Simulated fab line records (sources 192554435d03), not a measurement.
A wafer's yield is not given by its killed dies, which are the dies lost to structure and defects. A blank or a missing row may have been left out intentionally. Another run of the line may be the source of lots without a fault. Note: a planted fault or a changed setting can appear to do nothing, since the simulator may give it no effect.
fab line records	flow n5_finfet	part 1 of 2: steps 1 to 7 of 8
record lots=11	wafers=33	last_day=18
route steps=1938 shown BEOL_M5@1152 BEOL_M15@1830
lots with no fault: from the same line, run without faults
start_h: hours from the record's first day to the start of the lot's first wafer shown	wait_h: hours elapsed since this lot's preceding step	" identical to the entry in the row above	L1.1+2: a row that stands for several wafers	- no value, or no start given	* or withheld: withheld	< > ~ a bound
route shown NAME@n: a module of which the file shows steps, and the number in the route of the first	usual: average and standard deviation across the fault-free wafers	same: alike in all rows	chamber/n: place in a boat	sites: the reading at each site	_std_site: their standard deviation	_edge_site: mean of outer sites minus mean of inner sites	radius_mm: how far each site lies from the wafer's centre	mask NAME#n: copy n	behind: the most recent tool/chamber to have shaped the wafer	hold: what put the lot on hold/how long, in hours/how the hold closed	device: the n, p or np transistor that did not switch	end of line: the same wafers' tests at the end of the route	where a step has no rows: the recipe by itself	killed: dies lost to structure and defects at the first sort, not the wafer's yield	map: a wafer's dies, x killed, . not, _ none there
set.NAME: the setting the step ran with; set.NAME@STEP: the setting that earlier step ran with	model.NAME: the simulator's own value behind a step, which no gauge read
the route's steps for a sample of lots (tables are steps, rows are wafers)
services: the hour from which a tool's chamber was out of use, counted from the record's first day as start_h (under 0 if before that day), plus the number of hours and why
## steps
# step N5_BEOL_M5_ETCH_75
# recipe chemistry=N2/H2	target=underlayer	target_depth_a=65	mask_material=CAR-EUV	time_s=5.2	ion_energy_ev=200	pressure_mtorr=30	source_w=840	bias_w=150	n2_flow_sccm=200	h2_flow_sccm=200	ends=cleared
# usual drypump_motor_current_A=5.8/0.4	etch_rf_on_time_s=5.23/0.11	oes_product_au=0.68/0.079	rf_vpp_V=524.1/2.6	showerhead_plenum_p_Torr=2.54/0.088	throttle_valve_pct=17.89/0.24
lot.wafer	tool	chamber	start_h	wait_h	drypump_motor_current_A	etch_rf_on_time_s	oes_product_au	rf_hours_counter_h	rf_vpp_V	showerhead_plenum_p_Torr	throttle_valve_pct
L326.3	rie_diel-04	1	197.82	0.0	5.2	5.32	0.56	241	526.9	2.62	18.12
L326.5	"	1	"	"	5.2	5.33	0.57	-	525.3	2.62	18.12
L326.6	"	2	"	"	5.8	5.21	0.62	-	524.5	2.53	17.75
L328.1	rie_diel-04	3	207.37	0.0	6.3	5.33	0.72	57	528.7	2.69	17.91
L328.3	"	1	"	"	5.2	5.37	0.55	244	524.2	2.62	18.13
L328.4	"	1	"	"	5.2	5.39	0.57	-	526.6	2.62	18.14
L329.1	rie_diel-04	2	222.51	0.0	5.8	5.17	0.62	175	522.2	2.52	17.74
L329.3	"	3	"	"	6.3	5.31	0.70	60	528.7	2.69	17.93
L329.4	"	0	"	"	5.5	5.34	0.60	228	519.3	2.41	18.19
L332.4	rie_diel-03	2	227.52	0.0	6.0	5.25	0.63	180	521.0	2.44	18.02
L332.5	"	3	"	"	5.5	5.38	0.58	-	527.7	2.64	17.89
L332.6	"	0	"	"	5.9	5.20	0.72	-	521.4	2.46	17.66
L331.3	rie_diel-04	0	231.57	0.0	5.5	5.39	0.59	231	520.2	2.41	18.18
L331.5	"	0	"	"	5.5	5.37	0.58	-	521.0	2.41	18.19
L331.6	"	2	"	"	5.8	5.20	0.60	-	525.4	2.52	17.77
L333.4	rie_diel-04	0	245.73	0.0	5.5	5.26	0.58	-	520.9	2.40	18.17
L333.5	"	3	"	"	6.3	5.34	0.70	-	527.7	2.69	17.94
L333.6	"	2	"	"	5.8	5.22	0.61	-	524.5	2.52	17.77
L338.2	rie_diel-04	3	253.95	0.0	6.3	5.38	0.70	72	529.7	2.69	17.95
L338.4	"	0	"	"	5.5	5.35	0.58	-	518.8	2.40	18.20
L338.5	"	2	"	"	5.8	5.24	0.63	-	522.9	2.52	17.78
L343.2	rie_diel-03	3	285.32	0.0	5.5	5.32	0.58	215	527.6	2.63	17.91
L343.3	"	0	"	"	6.0	5.30	0.69	82	521.5	2.46	17.69
L343.5	"	3	"	"	5.6	5.32	0.59	-	526.0	2.63	17.90
L342.2	rie_diel-02	2	295.72	0.0	5.9	5.23	0.63	175	522.0	2.54	18.20
L342.3	"	0	"	"	5.7	5.20	0.75	32	526.4	2.61	17.80
L342.6	"	0	"	"	5.7	5.26	0.77	-	527.5	2.61	17.78
L345.1	rie_diel-04	3	320.53	0.0	6.3	5.38	0.68	93	526.6	2.68	17.98
L345.4	"	3	"	"	6.3	5.43	0.68	-	527.6	2.68	17.99
L345.5	"	2	"	"	5.8	5.27	0.59	-	522.5	2.51	17.81
L347.2	rie_diel-04	2	322.87	0.0	5.8	5.17	0.60	209	524.2	2.51	17.83
L347.3	"	1	"	"	5.2	5.22	0.77	22	525.1	2.60	17.72
L347.5	"	1	"	"	5.2	5.19	0.77	-	527.6	2.61	17.70
# step N5_BEOL_M5_TRENCH_ETCH_37
# recipe chemistry=C4F6/O2	target_depth_a=716.52	target=SiCOH_lowk	time_s=24.7	ion_energy_ev=250	pressure_mtorr=30	source_w=345	bias_w=185	Ar_flow_sccm=300	C4F6_flow_sccm=10	O2_flow_sccm=10
# usual O2_flow_sccm=10.00/0.03	drypump_motor_current_A=5.8/0.4	oes_o_777_au=0.79/0.088	oes_product_au=0.79/0.094	rf_vpp_V=665/11	showerhead_plenum_p_Torr=2.85/0.093	throttle_valve_pct=20.98/0.21
lot.wafer	tool	chamber	start_h	wait_h	O2_flow_sccm	drypump_motor_current_A	oes_o_777_au	oes_product_au	rf_hours_counter_h	rf_vpp_V	showerhead_plenum_p_Torr	throttle_valve_pct
L326.3	rie_diel-04	1	198.05	-	10.03	5.2	0.66	0.67	241	674	2.94	21.17
L326.5	"	1	"	"	10.04	5.2	0.66	0.67	-	678	2.94	21.18
L326.6	"	2	"	"	10.01	5.8	0.71	0.73	-	652	2.85	20.97
L328.1	rie_diel-04	3	207.60	-	10.01	6.3	0.86	0.85	57	655	3.02	21.01
L328.3	"	1	"	"	10.03	5.2	0.66	0.67	244	677	2.94	21.17
L328.4	"	1	"	"	10.03	5.2	0.65	0.66	-	677	2.94	21.18
L329.1	rie_diel-04	2	222.74	-	9.96	5.8	0.70	0.72	176	651	2.84	20.97
L329.3	"	3	"	"	9.96	6.3	0.86	0.85	61	655	3.02	21.01
L329.4	"	0	"	"	9.96	5.5	0.71	0.69	228	654	2.72	21.21
L332.4	rie_diel-03	2	227.75	-	9.94	6.1	0.74	0.75	180	666	2.72	20.96
L332.5	"	3	"	"	9.99	5.5	0.72	0.69	-	654	2.94	20.92
L332.6	"	0	"	"	9.96	5.9	0.79	0.84	-	692	2.77	20.74
L331.3	rie_diel-04	0	231.80	-	10.01	5.5	0.71	0.55	231	656	2.71	21.15
L331.5	"	0	"	"	9.97	5.5	0.70	0.55	-	656	2.71	21.13
L331.6	"	2	"	"	10.03	5.8	0.70	0.72	-	652	2.84	20.99
L333.4	rie_diel-04	0	245.97	-	10.04	5.5	0.71	0.53	-	655	2.71	21.15
L333.5	"	3	"	"	10.01	6.3	0.86	0.65	-	655	3.01	20.99
L333.6	"	2	"	"	10.01	5.8	0.70	0.72	-	652	2.84	20.99
L338.2	rie_diel-04	3	254.18	-	9.98	6.3	0.85	0.83	72	654	3.01	21.04
L338.4	"	0	"	"	9.97	5.5	0.70	0.55	-	654	2.71	21.16
L338.5	"	2	"	"	9.96	5.8	0.69	0.57	-	652	2.84	20.94
L343.2	rie_diel-03	3	285.56	-	10.07	5.5	0.70	0.68	215	654	2.93	20.94
L343.3	"	0	"	"	10.05	5.9	0.77	0.82	82	689	2.77	20.75
L343.5	"	3	"	"	10.01	5.5	0.71	0.69	-	654	2.93	20.95
L342.2	rie_diel-02	2	295.95	-	9.97	5.9	0.73	0.74	175	667	2.85	21.29
L342.3	"	0	"	"	10.03	5.7	0.90	0.91	33	670	2.89	20.68
L342.6	"	0	"	"	10.01	5.7	0.89	0.90	-	669	2.89	20.68
L345.1	rie_diel-04	3	320.76	-	10.00	6.3	0.82	0.80	93	654	3.00	21.07
L345.4	"	3	"	"	10.04	6.3	0.82	0.80	-	654	3.00	21.06
L345.5	"	2	"	"	9.99	5.8	0.68	0.70	-	652	2.83	21.03
L347.2	rie_diel-04	2	323.10	-	9.98	5.8	0.68	0.70	209	651	2.83	21.02
L347.3	"	1	"	"	10.03	5.2	0.89	0.91	22	676	2.93	20.82
L347.5	"	1	"	"	9.99	5.2	0.88	0.91	-	676	2.93	20.81
# step N5_BEOL_M5_ETCH_41
# recipe chemistry=CH3F/O2	target=SiCN	target_depth_a=315	taper_deg=2	time_s=56.7	ion_energy_ev=120	mask_material=TiN	pressure_mtorr=30	source_w=395	bias_w=75	Ar_flow_sccm=150	CH3F_flow_sccm=30	O2_flow_sccm=20
# usual CH3F_flow_sccm=29.99/0.091	O2_flow_sccm=20.01/0.053	drypump_motor_current_A=5.7/0.4	oes_product_au=0.79/0.095	rf_vpp_V=297.2/1.5	showerhead_plenum_p_Torr=2.00/0.069	throttle_valve_pct=16.36/0.23
lot.wafer	tool	chamber	start_h	wait_h	CH3F_flow_sccm	O2_flow_sccm	drypump_motor_current_A	oes_product_au	rf_hours_counter_h	rf_vpp_V	showerhead_plenum_p_Torr	throttle_valve_pct
L326.3	rie_diel-04	1	-	-	30.10	19.86	5.2	0.67	241	298.6	2.07	16.57
L326.5	"	1	"	"	30.01	20.00	5.2	0.67	-	298.2	2.07	16.57
L326.6	"	2	"	"	30.12	19.94	5.8	0.73	-	298.4	2.00	16.37
L328.1	rie_diel-04	3	-	-	29.84	20.00	6.3	0.84	57	300.4	2.13	16.34
L328.3	"	1	"	"	30.11	20.12	5.2	0.67	244	299.2	2.07	16.58
L328.4	"	1	"	"	30.04	20.05	5.2	0.66	-	298.0	2.07	16.55
L329.1	rie_diel-04	2	-	-	30.07	20.05	5.8	0.73	176	296.8	2.00	16.37
L329.3	"	3	"	"	30.11	20.06	6.3	0.83	61	300.4	2.13	16.35
L329.4	"	0	"	"	29.98	19.91	5.5	0.69	228	296.2	1.90	16.60
L332.4	rie_diel-03	2	-	-	29.91	19.99	6.0	0.74	180	295.9	1.90	16.38
L332.5	"	3	"	"	30.20	20.12	5.5	0.69	-	298.3	2.07	16.38
L332.6	"	0	"	"	30.05	20.02	5.9	0.84	-	296.6	1.94	16.10
L331.3	rie_diel-04	0	-	-	29.95	20.00	5.5	0.69	231	296.0	1.90	16.61
L331.5	"	0	"	"	29.89	20.09	5.5	0.69	-	295.5	1.90	16.60
L331.6	"	2	"	"	29.93	19.92	5.8	0.71	-	297.3	2.00	16.41
L333.4	rie_diel-04	0	-	-	29.96	20.02	5.5	0.68	-	294.5	1.90	16.62
L333.5	"	3	"	"	30.09	20.00	6.3	0.82	-	299.0	2.12	16.38
L333.6	"	2	"	"	29.89	19.96	5.8	0.72	-	299.0	1.99	16.40
L338.2	rie_diel-04	3	-	-	30.02	19.99	6.3	0.82	72	298.7	2.12	16.39
L338.4	"	0	"	"	29.95	20.02	5.5	0.68	-	294.7	1.90	16.61
L338.5	"	2	"	"	29.94	19.98	5.8	0.72	-	298.1	1.99	16.41
L343.2	rie_diel-03	3	-	-	29.95	20.02	5.5	0.69	215	297.9	2.06	16.41
L343.3	"	0	"	"	29.98	20.08	5.9	0.81	83	297.2	1.94	16.13
L343.5	"	3	"	"	29.81	20.03	5.5	0.69	-	299.0	2.06	16.40
L342.2	rie_diel-02	2	-	-	30.05	20.02	5.8	0.74	175	296.0	2.01	16.65
L342.3	"	0	"	"	29.89	19.95	5.7	0.90	33	298.5	2.03	16.04
L342.6	"	0	"	"	29.97	19.97	5.7	0.89	-	297.9	2.03	16.07
L345.1	rie_diel-04	3	-	-	29.84	20.04	6.3	0.80	93	298.6	2.12	16.43
L345.4	"	3	"	"	29.75	20.09	6.3	0.80	-	298.6	2.12	16.42
L345.5	"	2	"	"	29.98	20.04	5.8	0.70	-	297.1	1.99	16.46
L347.2	rie_diel-04	2	-	-	30.07	20.01	5.8	0.70	209	296.6	1.99	16.46
L347.3	"	1	"	"	30.01	20.08	5.2	0.92	22	299.3	2.06	16.12
L347.5	"	1	"	"	30.14	20.08	5.2	0.92	-	299.9	2.06	16.12
# step N5_BEOL_M5_OCD_MEAS_38
# usual trench_depth_nm=71.3/0.98
lot.wafer	tool	chamber	start_h	wait_h	trench_depth_nm
L326.3	ocd-02	-	198.20	-	69.9
L326.5	"	-	"	"	70.7
L326.6	"	-	"	"	70.9
L328.1	ocd-01	-	207.76	-	71.1
L328.3	"	-	"	"	70.5
L328.4	"	-	"	"	69.8
L329.1	ocd-02	-	222.89	-	71.7
L329.3	"	-	"	"	71.6
L329.4	"	-	"	"	70.0
L332.4	ocd-02	-	227.90	-	71.2
L332.5	"	-	"	"	70.1
L332.6	"	-	"	"	72.4
L331.3	ocd-01	-	231.96	-	47.1
L331.5	"	-	"	"	46.2
L331.6	"	-	"	"	71.5
L333.4	ocd-01	-	246.11	-	46.0
L333.5	"	-	"	"	46.5
L333.6	"	-	"	"	70.2
L338.2	ocd-01	-	254.33	-	70.8
L338.4	"	-	"	"	46.5
L338.5	"	-	"	"	48.4
L343.2	ocd-01	-	285.71	-	70.2
L343.3	"	-	"	"	71.0
L343.5	"	-	"	"	70.3
L342.2	ocd-02	-	296.10	-	72.7
L342.3	"	-	"	"	72.1
L342.6	"	-	"	"	71.7
L345.1	ocd-01	-	320.91	-	69.9
L345.4	"	-	"	"	70.1
L345.5	"	-	"	"	70.7
L347.2	ocd-01	-	323.25	-	71.3
L347.3	"	-	"	"	71.5
L347.5	"	-	"	"	72.2
# step N5_BEOL_M5_SURFACE_TREAT_87
# recipe gas=Ar	time_s=*	ion_energy_ev=*	ion_current_ma_cm2=0.5	pressure_mtorr=*	ar_flow_sccm=30
# usual throttle_valve_pct=*
lot.wafer	tool	chamber	start_h	wait_h	throttle_valve_pct
L326.3	pvd_sputter-03	-	199.54	0.3	*
L326.5	"	-	"	"	*
L326.6	"	-	"	"	*
L328.1	pvd_sputter-01	-	209.52	0.9	*
L328.3	"	-	"	"	*
L328.4	"	-	"	"	*
L329.1	pvd_sputter-01	-	223.77	0.1	*
L329.3	"	-	"	"	*
L329.4	"	-	"	"	*
L332.4	pvd_sputter-02	-	228.95	0.2	*
L332.5	"	-	"	"	*
L332.6	"	-	"	"	*
L331.3	pvd_sputter-03	-	233.12	0.2	*
L331.5	"	-	"	"	*
L331.6	"	-	"	"	*
L333.4	pvd_sputter-02	-	247.22	0.2	*
L333.5	"	-	"	"	*
L333.6	"	-	"	"	*
L338.2	pvd_sputter-03	-	255.71	0.1	*
L338.4	"	-	"	"	*
L338.5	"	-	"	"	*
L343.2	pvd_sputter-02	-	287.02	0.2	*
L343.3	"	-	"	"	*
L343.5	"	-	"	"	*
L342.2	pvd_sputter-02	-	297.96	0.3	*
L342.3	"	-	"	"	*
L342.6	"	-	"	"	*
L345.1	pvd_sputter-01	-	323.76	0.2	*
L345.4	"	-	"	"	*
L345.5	"	-	"	"	*
L347.2	pvd_sputter-01	-	324.12	0.1	*
L347.3	"	-	"	"	*
L347.5	"	-	"	"	*
# step N5_BEOL_M5_THK_MEAS_53
# recipe thk_meas_gauge=xrf	reads=Cu_of_BEOL_M5_ECD_50
# usual M5_THK=61.3/1.5
lot.wafer	tool	chamber	start_h	wait_h	M5_THK[nm]
L326.3	film_metro-01	-	205.04	-	58.7
L326.5	"	-	"	"	59.9
L326.6	"	-	"	"	59.7
L328.1	film_metro-01	-	215.54	-	61.2
L328.3	"	-	"	"	60.9
L328.4	"	-	"	"	59.7
L329.1	film_metro-01	-	229.26	-	63.6
L329.3	"	-	"	"	62.9
L329.4	"	-	"	"	61.0
L332.4	film_metro-01	-	234.50	-	60.9
L332.5	"	-	"	"	60.9
L332.6	"	-	"	"	62.9
L331.3	film_metro-02	-	238.62	-	36.4
L331.5	"	-	"	"	36.5
L331.6	"	-	"	"	61.1
L333.4	film_metro-02	-	252.73	-	36.1
L333.5	"	-	"	"	34.7
L333.6	"	-	"	"	59.2
L338.2	film_metro-01	-	261.09	-	60.7
L338.4	"	-	"	"	34.7
L338.5	"	-	"	"	39.3
L343.2	film_metro-01	-	300.32	-	59.1
L343.3	"	-	"	"	59.8
L343.5	"	-	"	"	58.9
L342.2	film_metro-02	-	303.56	-	61.9
L342.3	"	-	"	"	64.3
L342.6	"	-	"	"	61.9
L345.1	film_metro-02	-	329.11	-	59.5
L345.4	"	-	"	"	59.0
L345.5	"	-	"	"	61.0
L347.2	film_metro-01	-	329.76	-	61.1
L347.3	"	-	"	"	62.9
L347.5	"	-	"	"	63.1
# step N5_BEOL_M5_RS_MEAS_57
# recipe thk_meas_gauge=four-point-probe	reads=Co_of_BEOL_M5_CO_CAP_78+Cu_of_BEOL_M5_ECD_50+Co_of_BEOL_M5_CVD_47+TaN_of_BEOL_M5_ALD_86
# usual M5_RS=0.390/0.01
lot.wafer	tool	chamber	start_h	wait_h	M5_RS[ohm/sq]
L326.3	film_metro-01	-	205.30	0.1	0.410
L326.5	"	-	"	"	0.399
L326.6	"	-	"	"	0.403
L328.1	film_metro-01	-	215.80	0.0	0.393
L328.3	"	-	"	"	0.398
L328.4	"	-	"	"	0.405
L329.1	film_metro-01	-	229.56	0.0	0.380
L329.3	"	-	"	"	0.382
L329.4	"	-	"	"	0.399
L332.4	film_metro-01	-	234.92	0.2	0.396
L332.5	"	-	"	"	0.395
L332.6	"	-	"	"	0.381
L331.3	film_metro-01	-	238.90	0.1	0.756
L331.5	"	-	"	"	0.751
L331.6	"	-	"	"	0.391
L333.4	film_metro-02	-	252.99	0.0	0.751
L333.5	"	-	"	"	0.788
L333.6	"	-	"	"	0.405
L338.2	film_metro-02	-	261.36	0.1	0.397
L338.4	"	-	"	"	0.803
L338.5	"	-	"	"	0.688
L343.2	film_metro-02	-	300.58	0.1	0.406
L343.3	"	-	"	"	0.399
L343.5	"	-	"	"	0.408
L342.2	film_metro-02	-	303.83	0.1	0.388
L342.3	"	-	"	"	0.368
L342.6	"	-	"	"	0.385
L345.1	film_metro-01	-	329.37	0.0	0.397
L345.4	"	-	"	"	0.404
L345.5	"	-	"	"	0.390
L347.2	film_metro-01	-	330.03	0.1	0.399
L347.3	"	-	"	"	0.386
L347.5	"	-	"	"	0.386
## key
first_sign step=N5_BEOL_M5_TRENCH_ETCH_37	reading=oes_product_au	direction=down	sigmas=2.4	usual=0.79	struck=0.57
effect step=N5_BEOL_M5_OCD_MEAS_38	reading=trench_depth_nm	direction=down	sigmas=25	usual=71.3	struck=46.8
effect step=N5_BEOL_M5_THK_MEAS_53	reading=M5_THK	direction=down	sigmas=17	usual=61.3	struck=36.3
effect step=N5_BEOL_M5_RS_MEAS_57	reading=M5_RS	direction=up	sigmas=35	usual=0.390	struck=0.756
effect step=N5_BEOL_M15_RC_MEAS_101	reading=SERP_M5	direction=up	sigmas=24	usual=39.4	struck=73.8
met_at N5_BEOL_M5_TRENCH_ETCH_37
struck_lots L331,L333,L338
struck_wafers L331.3,L331.5,L333.4,L333.5,L338.4,L338.5
sort_left_out L331.3,L331.5,L333.4,L333.5,L338.4,L338.5
not_acting_at N5_BEOL_M5_ETCH_75,N5_BEOL_M5_ETCH_41,N5_BEOL_M5_SURFACE_TREAT_87
onset_between 222.74 231.80
fault kind=process_parameter_drift	tool=rie_diel-04	chamber=-	onset_h=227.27	steps=N5_BEOL_M5_TRENCH_ETCH_37	channel=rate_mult	offset=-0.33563	shape=step	end_h=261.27	scope=struck_wafers_only
# sort_left_out: the simulated sort isn't trusted on such a fault, so these wafers' sort isn't shown, and their yield isn't known
